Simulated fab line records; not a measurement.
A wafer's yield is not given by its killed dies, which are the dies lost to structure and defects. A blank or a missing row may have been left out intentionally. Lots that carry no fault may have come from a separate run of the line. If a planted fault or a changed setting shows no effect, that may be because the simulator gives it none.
fab line records ; flow n5_finfet
[record] lots = 7; wafers = 21
route steps=1938 shown SD_EPI_N@292 SD_EPI_P@321 SD_ACTIVATION@330 SDB@350 HKMG_FIN@423 MOL_CONTACT_COAG@559 BEOL_M0_SAQP@640 BEOL_M0@721 BEOL_M1@814
start_h: hours from the record's opening day to when the first of the lot's shown wafers began ; wait_h: how many hours have passed since the lot's step before this one ; " same as the row above ; L1.1+2: a row that stands for several wafers ; - either no value or no given start ; * or withheld: withheld ; < > ~ a bound
route shown NAME@n: NAME is a module with steps in the file, n the number in the route of the first one ; usual: mean and standard deviation over wafers with no fault ; same: alike in all rows ; chamber/n: place in a boat ; sites: the reading at each site ; _std_site: standard deviation of those values ; _edge_site: mean of outer sites minus mean of inner sites ; radius_mm: for every site, how far away it sits from the centre of the wafer ; mask NAME#n: copy n ; behind: the tool/chamber that last shaped the wafer ; hold: why the lot was held/for how many hours/how that ended ; device: which transistor (n, p or np) failed to switch ; end of line: at the end of the route, the tests of the same wafers ; a step without rows: its recipe alone ; killed: dies that structure and defects cost at the first sort, which is not the same as the wafer's yield ; map: dies across one wafer; x = killed, . = not, _ = none there
set.NAME: the setting as run; set.NAME@STEP: as run at that earlier step ; model.NAME: the simulator's own value behind a step, which no gauge read
lots with deliberately changed settings; one table per step, one row per wafer
[[steps]]
[step N5_SD_EPI_N_PRECLEAN_49]
[recipe] chemistry = NF3:NH3; afs_cycles = 1; temp_c = 30; time_s = 20; sublimation_temp_c = 180; sublimation_time_s = 60; pressure_torr = 3; rf_power_w = 30
lot.wafer;tool;chamber;start_h;wait_h;set.time_s
L075.3;remote_plasma-02;1;59.54;0.1;20
L075.5+6;remote_plasma-02;1;59.54;0.1;15.75
L077.2+3+6;remote_plasma-01;0;70.89;0.1;20
L079.1;remote_plasma-02;0;83.74;0.0;20
L079.3+6;remote_plasma-02;0;83.74;0.0;21.67
L085.2;remote_plasma-01;1;123.98;0.1;20
L085.5+6;remote_plasma-01;1;123.98;0.1;18.22
L089.3;remote_plasma-01;1;141.82;0.1;20
L089.4+6;remote_plasma-01;1;141.82;0.1;16.42
L091.1+4;remote_plasma-01;0;153.55;0.0;20
L091.6;remote_plasma-01;0;153.55;0.0;16.34
L096.1+5+6;remote_plasma-01;0;186.71;0.0;20
[step N5_SD_EPI_N_LINER_46]
[recipe] material = SiNx; target_thk_a = 30; temp_c = 400; ald_precursor_family = SiH2I2; ald_co_reactant = N2/H2-plasma; pressure_torr = 2
[step N5_SD_EPI_P_EPI_21]
[recipe] material = SiGe:B; dopant = B; temp_c = 550; pressure_torr = 20; ambient = H2; time_s = 355
[step N5_SD_EPI_P_HM_STRIP_48]
[recipe] chemistry = H3PO4; temp_c = 160; material = SiNx; target = SiNx; target_depth_a = 30; overetch_fraction = 0.3
lot.wafer;tool;chamber;start_h;wait_h;set.temp_c@SD_EPI_N_EPI_21;model.Si-P_of_SD_EPI_N_EPI_21.thk_nm
L075.3;wet_bench-04;5;64.84;0.0;680;59
L075.5;wet_bench-04;7;64.84;0.0;675.9;54.8
L075.6;wet_bench-04;6;64.84;0.0;680;59.4
L077.2;wet_bench-06;0;76.09;0.0;681.9;61.2
L077.3;wet_bench-06;2;76.09;0.0;680;58.4
L077.6;wet_bench-06;1;76.09;0.0;680;59.2
L079.1;wet_bench-06;2;88.28;0.0;684.5;64.6
L079.3;wet_bench-06;1;88.28;0.0;684.5;64.2
L079.6;wet_bench-06;3;88.28;0.0;680;59.8
L085.2;wet_bench-01;4;128.36;0.0;684.6;62.6
L085.5;wet_bench-01;3;128.36;0.0;680;57.8
L085.6;wet_bench-01;7;128.36;0.0;684.6;62
L089.3;wet_bench-04;7;146.28;0.0;683.7;62
L089.4;wet_bench-04;2;146.28;0.0;683.7;61.4
L089.6;wet_bench-04;0;146.28;0.0;680;57.8
L091.1;wet_bench-04;6;158.08;0.0;677.9;56.2
L091.4;wet_bench-04;2;158.08;0.0;680;58
L091.6;wet_bench-04;3;158.08;0.0;677.9;56
L096.1+6;wet_bench-04;7,1;191.60;0.0;680;58
L096.5;wet_bench-04;2;191.60;0.0;680;57.8
[step N5_SD_EPI_P_SRD_49]
[recipe] dry = ipa_marangoni; time_s = 30; temp_c = 23; rinse_liquid = diw
[step N5_SD_EPI_P_PRECLEAN_24]
[recipe] chemistry = O3/DIW; time_s = 45; temp_c = 22; o3_ppm = 10
[step N5_SD_ACTIVATION_RTA_00]
[recipe] temp_c = 975; time_s = 0; ambient = N2; idle_temp_c = 600; ramp_up_c_per_s = 150; ramp_down_c_per_s = 60; cool_to_c = 600
[step N5_SD_ACTIVATION_LSA_01]
[recipe] temp_c = 1080; time_s = 0.0008; ambient = N2
[step N5_SD_ACTIVATION_RS_MEAS_03]
[recipe] thk_meas_gauge = four-point-probe
[usual] RS_SD_N = 21.95/0.27; RS_SD_P = 55.9/0.94
lot.wafer;tool;chamber;start_h;wait_h;set.temp_c@SD_EPI_N_EPI_21;RS_SD_N[ohm/sq];RS_SD_P[ohm/sq]
L075.3;film_metro-01;-;65.62;0.2;680;21.67;55.6
L075.5;film_metro-01;-;65.62;0.2;675.9;23.32;54.4
L075.6;film_metro-01;-;65.62;0.2;680;21.62;55.1
L077.2;film_metro-02;-;76.91;0.2;681.9;21.02;54.7
L077.3;film_metro-02;-;76.91;0.2;680;22.04;55.3
L077.6;film_metro-02;-;76.91;0.2;680;21.65;55.2
L079.1;film_metro-02;-;88.85;0.2;684.5;19.68;56.8
L079.3;film_metro-02;-;88.85;0.2;684.5;19.75;57.0
L079.6;film_metro-02;-;88.85;0.2;680;21.15;56.2
L085.2;film_metro-01;-;128.95;0.2;684.6;20.43;56.3
L085.5;film_metro-01;-;128.95;0.2;680;21.90;55.8
L085.6;film_metro-01;-;128.95;0.2;684.6;20.69;56.7
L089.3;film_metro-02;-;146.96;0.2;683.7;20.68;54.2
L089.4;film_metro-02;-;146.96;0.2;683.7;20.78;53.9
L089.6;film_metro-02;-;146.96;0.2;680;22.12;55.3
L091.1;film_metro-02;-;158.67;0.2;677.9;22.47;58.1
L091.4;film_metro-02;-;158.67;0.2;680;21.95;58.4
L091.6;film_metro-02;-;158.67;0.2;677.9;22.53;57.8
L096.1;film_metro-01;-;192.16;0.2;680;22.02;57.0
L096.5;film_metro-01;-;192.16;0.2;680;22.11;57.3
L096.6;film_metro-01;-;192.16;0.2;680;22.05;56.1
[step N5_SDB_COAT_05]
[recipe] resist = CAR-ArF; spin_rpm = 1500; resist_thk_nm = 90
lot.wafer;tool;chamber;start_h;wait_h;set.spin_rpm;model.CAR-ArF_of_SDB_COAT_05.thk_nm
L075.3+5+6;litho_track-01;0;-;-;1500;89.8
L077.2;litho_track-03;0;-;-;1500;90
L077.3;litho_track-03;0;-;-;1500;89.8
L077.6;litho_track-03;0;-;-;1626;86.2
L079.1+3+6;litho_track-03;0;-;-;1500;90
L085.2;litho_track-03;0;-;-;1500;90
L085.5+6;litho_track-03;0;-;-;1548;88.6
L089.3;litho_track-03;0;-;-;1432;92.6
L089.4+6;litho_track-03;0;-;-;1500;90.4
L091.1;litho_track-01;0;-;-;1360;94.4
L091.4;litho_track-01;0;-;-;1360;94.2
L091.6;litho_track-01;0;-;-;1500;89.8
L096.1+6;litho_track-03;0;-;-;1500;90.2
L096.5;litho_track-03;0;-;-;1500;89.8
[step N5_SDB_EBR_07]
[recipe] solvent = PGMEA; ebr_width_mm = 1.5
[step N5_SDB_SOFTBAKE_06]
[recipe] temp_c = 110; time_s = 60; resist = CAR-ArF
[step N5_SDB_EXPOSE_08]
[recipe] mask_id = SDB; na = 1.35; source_shape = conventional; sigma_outer = 0.5; polarization = unpolarized; dose_mj = 49.6
[step N5_SDB_PEB_09]
[recipe] peb_temp_c = withheld; peb_time_s = 60; resist = CAR-ArF
[step N5_SDB_DEVELOP_10]
[recipe] develop_time_s = 30; developer = TMAH; resist = CAR-ArF; rinse_liquid = diw; dry = air_spin; dev_temp_c = 23
lot.wafer;tool;chamber;start_h;wait_h;set.spin_rpm@SDB_COAT_05;model.CAR-ArF_of_SDB_COAT_05.thk_nm
L075.3+5;litho_track-02;0;-;-;1500;88.2
L075.6;litho_track-02;0;-;-;1500;88
L077.2;litho_track-01;0;-;-;1500;88.4
L077.3;litho_track-01;0;-;-;1500;88.2
L077.6;litho_track-01;0;-;-;1626;84.6
L079.1+3+6;litho_track-02;0;-;-;1500;88.2
L085.2;litho_track-03;0;-;-;1500;88.4
L085.5+6;litho_track-03;0;-;-;1548;87
L089.3;litho_track-02;0;-;-;1432;90.8
L089.4+6;litho_track-02;0;-;-;1500;88.8
L091.1;litho_track-01;0;-;-;1360;92.8
L091.4;litho_track-01;0;-;-;1360;92.6
L091.6;litho_track-01;0;-;-;1500;88
L096.1;litho_track-02;0;-;-;1500;88.6
L096.5;litho_track-02;0;-;-;1500;88.2
L096.6;litho_track-02;0;-;-;1500;88.4
[step N5_HKMG_FIN_COAT_30]
[recipe] resist = SiARC; temp_c = 220; time_s = 60; spin_rpm = 1500; resist_thk_nm = 35
lot.wafer;tool;chamber;start_h;wait_h;set.spin_rpm;model.SiARC_of_HKMG_FIN_COAT_30.thk_nm
L075.3+5+6;litho_track-05;0;-;-;1500;35
L077.2+3+6;litho_track-03;0;-;-;1500;35
L079.1;litho_track-04;0;-;-;1500;35.2
L079.3+6;litho_track-04;0;-;-;1455;35.8
L085.2;litho_track-04;0;-;-;1500;35.2
L085.5+6;litho_track-04;0;-;-;1500;35
L089.3+4;litho_track-03;0;-;-;1623;33.8
L089.6;litho_track-03;0;-;-;1500;35.2
L091.1;litho_track-05;0;-;-;1646;33.4
L091.4+6;litho_track-05;0;-;-;1500;35
L096.1+5+6;litho_track-04;0;-;-;1500;35
[step N5_MOL_CONTACT_COAG_ALD_27]
[recipe] material = SiOC; target_thk_a = 170; temp_c = 400; ald_precursor_family = carbosiloxane; ald_co_reactant = H2-plasma; pulse_time_s = 1.5; time_s = 2720; purge_time_s = 2; co_reactant_purge_time_s = 2; ald_cycles = 340; pressure_torr = 2
lot.wafer;tool;chamber;start_h;wait_h;set.time_s;model.SiOC_of_MOL_CONTACT_COAG_ALD_27.thk_nm
L075.3+5+6;ald_sin-04;1,1,2;104.97;0.0;2720;17
L077.2+3;ald_sin-04;2,0;112.38;0.0;2499;15.6
L077.6;ald_sin-04;1;112.38;0.0;2720;17
L079.1;ald_sin-04;2;130.04;0.0;2873;17.2
L079.3;ald_sin-04;0;130.04;0.0;2720;17
L079.6;ald_sin-04;0;130.04;0.0;2720;16.8
L085.2+5+6;ald_sin-03;3,3,2;165.01;0.0;2720;17
L089.3;ald_sin-03;1;185.81;0.0;2720;17.2
L089.4+6;ald_sin-03;0,2;185.81;0.0;2720;17
L091.1;ald_sin-04;2;196.77;0.0;2720;17
L091.4;ald_sin-04;3;196.77;0.0;2720;16.8
L091.6;ald_sin-04;3;196.77;0.0;2301;14.4
L096.1+5+6;ald_sin-04;1,3,2;231.14;0.0;2720;17
[step N5_BEOL_M0_SAQP_HM_DEP_111]
[recipe] material = SiO2; target_thk_a = 120; temp_c = 400; precursor = SiH4/N2O; pressure_torr = 0.75; rf_w = 275; time_s = 7.2
lot.wafer;tool;chamber;start_h;wait_h;set.time_s;model.SiO2_of_BEOL_M0_SAQP_HM_DEP_111.thk_nm
L075.3;pecvd-01;0;116.64;0.0;7.574;12.6
L075.5;pecvd-01;2;116.64;0.0;7.574;12.8
L075.6;pecvd-01;1;116.64;0.0;7.2;12.4
L077.2;pecvd-01;0;124.28;0.0;6.414;10.6
L077.3;pecvd-01;2;124.28;0.0;6.414;10.8
L077.6;pecvd-01;2;124.28;0.0;7.2;12.4
L079.1+3+6;pecvd-01;2,0,1;139.68;0.0;7.2;12
L085.2;pecvd-04;1;175.31;0.0;6.823;11
L085.5+6;pecvd-04;1,0;175.31;0.0;7.2;12
L089.3+6;pecvd-04;0;202.46;0.0;7.2;12
L089.4;pecvd-04;2;202.46;0.0;7.478;12.4
L091.1;pecvd-01;1;211.31;0.0;7.893;13.4
L091.4+6;pecvd-01;1,2;211.31;0.0;7.893;13.6
L096.1;pecvd-01;1;242.76;0.0;7.2;12
L096.5+6;pecvd-01;1,0;242.76;0.0;7.2;12.2
[step N5_BEOL_M0_SAQP_COAT_82]
[recipe] resist = SiARC; temp_c = 220; time_s = 60; spin_rpm = 1500; resist_thk_nm = 30
lot.wafer;tool;chamber;start_h;wait_h;set.time_s
L075.3+6;litho_track-04;0;-;-;60
L075.5;litho_track-04;0;-;-;68.83
L077.2+3;litho_track-05;0;-;-;60
L077.6;litho_track-05;0;-;-;51.95
L079.1+3+6;litho_track-02;0;-;-;64.94
L085.2+5+6;litho_track-04;0;-;-;60
L089.3;litho_track-05;0;-;-;60
L089.4+6;litho_track-05;0;-;-;68.42
L091.1+4;litho_track-05;0;-;-;50.19
L091.6;litho_track-05;0;-;-;60
L096.1+5+6;litho_track-05;0;-;-;60
[step N5_BEOL_M0_SAQP_COAT_08]
[recipe] resist = CAR-ArF; spin_rpm = 1500; resist_thk_nm = 90
[step N5_BEOL_M0_SAQP_EBR_10]
[recipe] solvent = PGMEA; ebr_width_mm = 1.5
[step N5_BEOL_M0_SAQP_ETCH_84]
[recipe] chemistry = N2/H2; target = SOC; target_depth_a = 1000; overetch_a = 200; mask_material = SiARC; temp_c = 40; time_s = 150; ion_energy_ev = 200; pressure_mtorr = 30; source_w = 840; bias_w = 150; n2_flow_sccm = 200; h2_flow_sccm = 200
[step N5_BEOL_M0_SAQP_STRIP_80]
[recipe] chemistry = N2/H2; temp_c = 40; n2_flow_sccm = 200; h2_flow_sccm = 200; rf_frequency_hz = 6e+07
[step N5_BEOL_M0_SAQP_HM_OPEN_112]
[recipe] chemistry = CHF3/O2; target = SiO2; stop_on = a-Si; target_depth_a = 120; over_etch_frac = 1.25; mask_material = SOC; time_s = 13.5; pressure_mtorr = 30; source_w = 650; bias_w = 170; Ar_flow_sccm = 200; CHF3_flow_sccm = 50; O2_flow_sccm = 5; ion_energy_ev = 200; ends = end_point
lot.wafer;tool;chamber;start_h;wait_h;set.time_s@BEOL_M0_SAQP_HM_DEP_111;model.etch.depth_nm
L075.3;rie_diel-03;3;117.93;0.0;7.574;12.54
L075.5;rie_diel-03;3;117.93;0.0;7.574;12.77
L075.6;rie_diel-03;2;117.93;0.0;7.2;12.32
L077.2;rie_diel-05;0;125.01;0.0;6.414;10.67
L077.3;rie_diel-05;2;125.01;0.0;6.414;10.72
L077.6;rie_diel-05;1;125.01;0.0;7.2;12.41
L079.1+6;rie_diel-05;0,1;140.48;0.0;7.2;12.02
L079.3;rie_diel-05;2;140.48;0.0;7.2;11.93
L085.2;rie_diel-01;2;176.11;0.0;6.823;11.08
L085.5;rie_diel-01;2;176.11;0.0;7.2;11.91
L085.6;rie_diel-01;3;176.11;0.0;7.2;12.09
L089.3;rie_diel-05;3;203.06;0.0;7.2;11.99
L089.4;rie_diel-05;0;203.06;0.0;7.478;12.43
L089.6;rie_diel-05;2;203.06;0.0;7.2;11.98
L091.1;rie_diel-05;2;212.37;0.0;7.893;13.37
L091.4;rie_diel-05;0;212.37;0.0;7.893;13.64
L091.6;rie_diel-05;2;212.37;0.0;7.893;13.56
L096.1;rie_diel-05;1;243.36;0.0;7.2;12.09
L096.5;rie_diel-05;1;243.36;0.0;7.2;12.21
L096.6;rie_diel-05;0;243.36;0.0;7.2;12.28
[step N5_BEOL_M0_SAQP_STRIP_113]
[recipe] chemistry = CHF3/O2; resist = SiARC; rf_frequency_hz = 6e+07
[step N5_BEOL_M0_SAQP_MANDREL_ETCH_20]
[recipe] target_depth_a = 600; chemistry = HBr/Cl2; target = a-Si; stop_on = SiNx; bt_time_s = 10; mask_material = SOC; over_etch_frac = 0.5; time_s = 30; pressure_mtorr = 10; icp_w = 800; bias_w = 75; HBr_flow_sccm = 150; Cl2_flow_sccm = 80; ends = end_point
[step N5_BEOL_M0_SAQP_STRIP_86]
[recipe] chemistry = N2/H2; power_w = 500; temp_c = 40; pressure_mtorr = 50; rf_frequency_hz = 6e+07; overash_fraction = 0.3; bias_power_w = 28; h2_frac = 0.5; n2_flow_sccm = 300; h2_flow_sccm = 300
[step N5_BEOL_M0_SAQP_STRIP_115]
[recipe] chemistry = post_etch_residue_remover; time_s = 60; temp_c = 25; remover_ph = withheld; remover_water_wt_pct = withheld; remover_fluoride_wt_pct = withheld
lot.wafer;tool;chamber;start_h;wait_h;set.time_s@BEOL_M0_SAQP_HM_DEP_111;model.SiO2_of_BEOL_M0_SAQP_HM_DEP_111.thk_nm
L075.3;wet_bench-04;7;118.20;-;7.574;12.4
L075.5;wet_bench-04;4;118.20;-;7.574;12.6
L075.6;wet_bench-04;6;118.20;-;7.2;12.2
L077.2+3;wet_bench-06;0,3;125.25;-;6.414;10.6
L077.6;wet_bench-06;4;125.25;-;7.2;12.4
L079.1+6;wet_bench-01;0,6;141.16;-;7.2;12
L079.3;wet_bench-01;7;141.16;-;7.2;11.8
L085.2;wet_bench-06;3;176.36;-;6.823;11
L085.5;wet_bench-06;5;176.36;-;7.2;11.8
L085.6;wet_bench-06;6;176.36;-;7.2;12
L089.3+6;wet_bench-04;4,5;203.43;-;7.2;11.8
L089.4;wet_bench-04;1;203.43;-;7.478;12.4
L091.1;wet_bench-04;2;212.86;-;7.893;13.2
L091.4;wet_bench-04;3;212.86;-;7.893;13.6
L091.6;wet_bench-04;6;212.86;-;7.893;13.4
L096.1;wet_bench-04;7;243.61;-;7.2;12
L096.5+6;wet_bench-04;3,2;243.61;-;7.2;12.2
[step N5_BEOL_M0_SAQP_SPACER1_ALD_98]
[recipe] material = SiO2; target_thk_a = 128; temp_c = 300; ald_precursor_family = BDEAS; ald_co_reactant = O2-plasma; pulse_time_s = 1; purge_time_s = 2; co_reactant_purge_time_s = 2; ald_cycles = 138; pressure_torr = 2
lot.wafer;tool;chamber;start_h;wait_h;set.temp_c;model.SiO2_of_BEOL_M0_SAQP_SPACER1_ALD_98.thk_nm
L075.3+5;ald_sin-02;2,0;118.66;0.1;289.5;13.4
L075.6;ald_sin-02;1;118.66;0.1;300;12.8
L077.2+6;ald_sin-02;1,3;125.78;0.3;291.9;13.2
L077.3;ald_sin-02;2;125.78;0.3;300;12.8
L079.1;ald_sin-03;2;142.49;1.1;288.2;13.4
L079.3;ald_sin-03;3;142.49;1.1;288.2;13.2
L079.6;ald_sin-03;2;142.49;1.1;300;12.8
L085.2+5+6;ald_sin-03;2,3,0;176.80;0.3;300;12.8
L089.3+4;ald_sin-03;0,3;203.88;0.1;300;12.8
L089.6;ald_sin-03;3;203.88;0.1;287.9;13.4
L091.1;ald_sin-01;3;214.22;1.2;313.3;12.6
L091.4+6;ald_sin-01;2;214.22;1.2;300;12.8
L096.1+5+6;ald_sin-03;0,1,2;244.06;0.3;300;12.8
[step N5_BEOL_M0_SAQP_ETCH_106]
[recipe] chemistry = N2/H2; target = SOC; target_depth_a = 1500; stop_on = SiNx; ion_energy_ev = 100; bias_w = 61; pressure_mtorr = 30; source_w = 850; n2_flow_sccm = 200; h2_flow_sccm = 200
lot.wafer;tool;chamber;start_h;wait_h;set.target_depth_a;model.SOC_of_BEOL_M0_SAQP_COAT_105.thk_nm
L075.3;rie_diel-03;0;120.06;-;1500;23.6
L075.5;rie_diel-03;0;120.06;-;1500;23.4
L075.6;rie_diel-03;2;120.06;-;1500;24.6
L077.2;rie_diel-01;3;127.31;-;1382;30.4
L077.3;rie_diel-01;2;127.31;-;1500;22.4
L077.6;rie_diel-01;2;127.31;-;1382;29.4
L079.1;rie_diel-05;3;144.16;-;1500;22.4
L079.3;rie_diel-05;2;144.16;-;1500;24.4
L079.6;rie_diel-05;2;144.16;-;1500;25
L085.2;rie_diel-05;2;178.23;-;1631;19
L085.5;rie_diel-05;3;178.23;-;1631;16
L085.6;rie_diel-05;0;178.23;-;1631;15
L089.3;rie_diel-01;3;205.50;-;1500;20.8
L089.4;rie_diel-01;3;205.50;-;1500;20
L089.6;rie_diel-01;1;205.50;-;1401;26.6
L091.1;rie_diel-01;2;215.60;-;1500;23.6
L091.4;rie_diel-01;3;215.60;-;1500;20.8
L091.6;rie_diel-01;1;215.60;-;1654;13.8
L096.1;rie_diel-05;3;245.44;-;1500;23.4
L096.5;rie_diel-05;0;245.44;-;1500;23.2
L096.6;rie_diel-05;3;245.44;-;1500;23.6
[step N5_BEOL_M0_SAQP_ETCH_107]
[recipe] chemistry = CH3F/O2; target = SiNx; target_depth_a = 300; mask_material = SOC; pressure_mtorr = 30; source_w = 395; bias_w = 73; Ar_flow_sccm = 150; CH3F_flow_sccm = 30; O2_flow_sccm = 20; ion_energy_ev = 120
lot.wafer;tool;chamber;start_h;wait_h;set.target_depth_a@BEOL_M0_SAQP_ETCH_106;model.SOC_of_BEOL_M0_SAQP_COAT_105.thk_nm
L075.3;rie_diel-03;0;120.12;0.0;1500;12.8
L075.5;rie_diel-03;0;120.12;0.0;1500;12.6
L075.6;rie_diel-03;2;120.12;0.0;1500;13.6
L077.2;rie_diel-01;3;127.37;0.0;1382;19.6
L077.3;rie_diel-01;2;127.37;0.0;1500;11.4
L077.6;rie_diel-01;2;127.37;0.0;1382;18.4
L079.1;rie_diel-05;3;144.22;0.0;1500;11.4
L079.3;rie_diel-05;2;144.22;0.0;1500;13.8
L079.6;rie_diel-05;2;144.22;0.0;1500;14
L085.2;rie_diel-05;2;178.29;0.0;1631;8.2
L085.5;rie_diel-05;3;178.29;0.0;1631;5
L085.6;rie_diel-05;0;178.29;0.0;1631;3.8
L089.3;rie_diel-01;3;205.56;0.0;1500;9.4
L089.4;rie_diel-01;3;205.56;0.0;1500;8.8
L089.6;rie_diel-01;1;205.56;0.0;1401;15.4
L091.1;rie_diel-01;2;215.66;0.0;1500;12.8
L091.4;rie_diel-01;3;215.66;0.0;1500;9.4
L091.6;rie_diel-01;1;215.66;0.0;1654;2.6
L096.1;rie_diel-05;3;245.50;0.0;1500;12.4
L096.5;rie_diel-05;0;245.50;0.0;1500;12.2
L096.6;rie_diel-05;3;245.50;0.0;1500;12.6
[step N5_BEOL_M0_TRENCH_ETCH_107]
[recipe] chemistry = C4F6/O2; target_depth_a = 328; target = SiOC; time_s = 16.4; ion_energy_ev = 250; pressure_mtorr = 30; source_w = 355; bias_w = 185; Ar_flow_sccm = 300; C4F6_flow_sccm = 10; O2_flow_sccm = 10
lot.wafer;tool;chamber;start_h;wait_h;set.target_depth_a;model.BEOL_M0.feature_depth_nm
L075.3+6;rie_diel-04;0,1;129.24;0.0;298.3;29.4
L075.5;rie_diel-04;2;129.24;0.0;328;33
L077.2+3;rie_diel-04;1,0;131.34;0.0;328;32.2
L077.6;rie_diel-04;2;131.34;0.0;354.2;35.8
L079.1;rie_diel-06;1;148.73;0.0;328;32.6
L079.3;rie_diel-06;3;148.73;0.0;304.8;30.8
L079.6;rie_diel-06;3;148.73;0.0;304.8;30.6
L085.2+5;rie_diel-06;0,2;184.43;0.0;328;32.6
L085.6;rie_diel-06;3;184.43;0.0;328;33.2
L089.3;rie_diel-06;1;211.05;0.0;298.8;29.6
L089.4+6;rie_diel-06;2;211.05;0.0;328;32.2
L091.1;rie_diel-04;2;220.15;0.0;316.3;32.2
L091.4;rie_diel-04;1;220.15;0.0;328;33.6
L091.6;rie_diel-04;0;220.15;0.0;316.3;33.2
L096.1;rie_diel-02;0;251.23;0.0;328;33.2
L096.5;rie_diel-02;3;251.23;0.0;328;31.6
L096.6;rie_diel-02;2;251.23;0.0;328;32.6
[step N5_BEOL_M0_STRIP_142]
[recipe] chemistry = N2/H2; time_s = 10; power_w = 450; temp_c = 40; pressure_mtorr = 20; rf_frequency_hz = 6e+07; bias_power_w = 7; n2_flow_sccm = 200; h2_flow_sccm = 200
[step N5_BEOL_M0_OCD_MEAS_108]
[usual] trench_depth_nm = 32.8/0.61
lot.wafer;tool;chamber;start_h;wait_h;set.target_depth_a@BEOL_M0_TRENCH_ETCH_107;trench_depth_nm
L075.3;ocd-01;-;129.35;0.1;298.3;29.7
L075.5;ocd-01;-;129.35;0.1;328;33.3
L075.6;ocd-01;-;129.35;0.1;298.3;29.3
L077.2;ocd-02;-;131.44;0.1;328;32.2
L077.3;ocd-02;-;131.44;0.1;328;32.2
L077.6;ocd-02;-;131.44;0.1;354.2;35.8
L079.1;ocd-01;-;148.83;0.1;328;32.7
L079.3;ocd-01;-;148.83;0.1;304.8;31.2
L079.6;ocd-01;-;148.83;0.1;304.8;30.5
L085.2;ocd-01;-;184.54;0.1;328;32.4
L085.5;ocd-01;-;184.54;0.1;328;33.0
L085.6;ocd-01;-;184.54;0.1;328;33.1
L089.3;ocd-01;-;211.16;0.1;298.8;29.7
L089.4;ocd-01;-;211.16;0.1;328;32.8
L089.6;ocd-01;-;211.16;0.1;328;32.5
L091.1;ocd-02;-;220.25;0.1;316.3;31.5
L091.4;ocd-02;-;220.25;0.1;328;33.9
L091.6;ocd-02;-;220.25;0.1;316.3;33.5
L096.1;ocd-02;-;251.33;0.1;328;33.0
L096.5;ocd-02;-;251.33;0.1;328;31.3
L096.6;ocd-02;-;251.33;0.1;328;32.4
[step N5_BEOL_M1_SPUTTER_48]
[recipe] material = Cu; target_thk_a = 45; temp_c = -20; chamber_pressure_pa = 0.07; power_w = withheld; time_s = 8.29
lot.wafer;tool;chamber;start_h;wait_h;set.time_s;model.Cu_of_BEOL_M1_SPUTTER_48.thk_nm
L075.3+5+6;pvd_sputter-02;-;139.41;0.1;8.29;4.6
L077.2;pvd_sputter-02;-;142.18;0.2;8.29;4.6
L077.3;pvd_sputter-02;-;142.18;0.2;9.183;5.2
L077.6;pvd_sputter-02;-;142.18;0.2;9.183;5
L079.1+3;pvd_sputter-02;-;158.52;0.1;9.171;-
L079.6;pvd_sputter-02;-;158.52;0.1;8.29;4.4
L085.2;pvd_sputter-03;-;193.46;0.1;8.29;4.6
L085.5+6;pvd_sputter-03;-;193.46;0.1;8.824;4.8
L089.3;pvd_sputter-01;-;229.28;0.1;8.949;-
L089.4+6;pvd_sputter-01;-;229.28;0.1;8.29;4.4
L091.1+4;pvd_sputter-03;-;231.75;0.2;8.29;4.6
L091.6;pvd_sputter-03;-;231.75;0.2;9.434;5.2
L096.1;pvd_sputter-02;-;261.69;0.7;8.29;4.6
L096.5+6;pvd_sputter-02;-;261.69;0.7;8.29;4.4
[[key]]
[split] step = N5_SD_EPI_N_PRECLEAN_49; setting = time_s; stated = 20; by = wafer
response none clear
[split] step = N5_SDB_COAT_05; setting = spin_rpm; stated = 1500; by = wafer
[response] step = N5_SDB_COAT_05; reading = model.CAR-ArF_of_SDB_COAT_05.thk_nm; change = -0.464; per = 1%; r = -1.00
[response] step = N5_SDB_DEVELOP_10; reading = model.CAR-ArF_of_SDB_COAT_05.thk_nm; change = -0.47; per = 1%; r = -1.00
[split] step = N5_HKMG_FIN_COAT_30; setting = spin_rpm; stated = 1500; by = wafer
[response] step = N5_HKMG_FIN_COAT_30; reading = model.SiARC_of_HKMG_FIN_COAT_30.thk_nm; change = -0.169; per = 1%; r = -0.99
[split] step = N5_MOL_CONTACT_COAG_ALD_27; setting = time_s; stated = 2720; by = wafer
[response] step = N5_MOL_CONTACT_COAG_ALD_27; reading = model.SiOC_of_MOL_CONTACT_COAG_ALD_27.thk_nm; change = +0.154; per = 1%; r = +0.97
[split] step = N5_BEOL_M0_SAQP_HM_DEP_111; setting = time_s; stated = 7.2; by = wafer
[response] step = N5_BEOL_M0_SAQP_HM_DEP_111; reading = model.SiO2_of_BEOL_M0_SAQP_HM_DEP_111.thk_nm; change = +0.143; per = 1%; r = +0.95
[response] step = N5_BEOL_M0_SAQP_HM_OPEN_112; reading = model.etch.depth_nm; change = +0.143; per = 1%; r = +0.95
[response] step = N5_BEOL_M0_SAQP_STRIP_115; reading = model.SiO2_of_BEOL_M0_SAQP_HM_DEP_111.thk_nm; change = +0.15; per = 1%; r = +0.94
[split] step = N5_BEOL_M0_SAQP_COAT_82; setting = time_s; stated = 60; by = wafer
response none clear
[split] step = N5_BEOL_M0_SAQP_SPACER1_ALD_98; setting = temp_c; stated = 300; by = wafer
[response] step = N5_BEOL_M0_SAQP_SPACER1_ALD_98; reading = model.SiO2_of_BEOL_M0_SAQP_SPACER1_ALD_98.thk_nm; shape = bent; at_lowest = 13.4; at_stated = 12.8; at_highest = 12.6
[split] step = N5_BEOL_M0_SAQP_ETCH_106; setting = target_depth_a; stated = 1500; by = wafer
[response] step = N5_BEOL_M0_SAQP_ETCH_106; reading = model.SOC_of_BEOL_M0_SAQP_COAT_105.thk_nm; change = -0.883; per = 1%; r = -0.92
[response] step = N5_BEOL_M0_SAQP_ETCH_107; reading = model.SOC_of_BEOL_M0_SAQP_COAT_105.thk_nm; change = -0.895; per = 1%; r = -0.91
[split] step = N5_BEOL_M0_TRENCH_ETCH_107; setting = target_depth_a; stated = 328; by = wafer
[response] step = N5_BEOL_M0_TRENCH_ETCH_107; reading = model.BEOL_M0.feature_depth_nm; change = +0.351; per = 1%; r = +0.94
[response] step = N5_BEOL_M0_OCD_MEAS_108; reading = trench_depth_nm; change = +0.373; per = 1%; r = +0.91
[split] step = N5_BEOL_M1_SPUTTER_48; setting = time_s; stated = 8.29; by = wafer
[response] step = N5_BEOL_M1_SPUTTER_48; reading = model.Cu_of_BEOL_M1_SPUTTER_48.thk_nm; change = +0.043; per = 1%; r = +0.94
split outside_this_file step=N5_SD_EPI_N_EPI_21 setting=temp_c
// split outside_this_file: this setting was split too, and the file shows its column; the key of that split is in another file
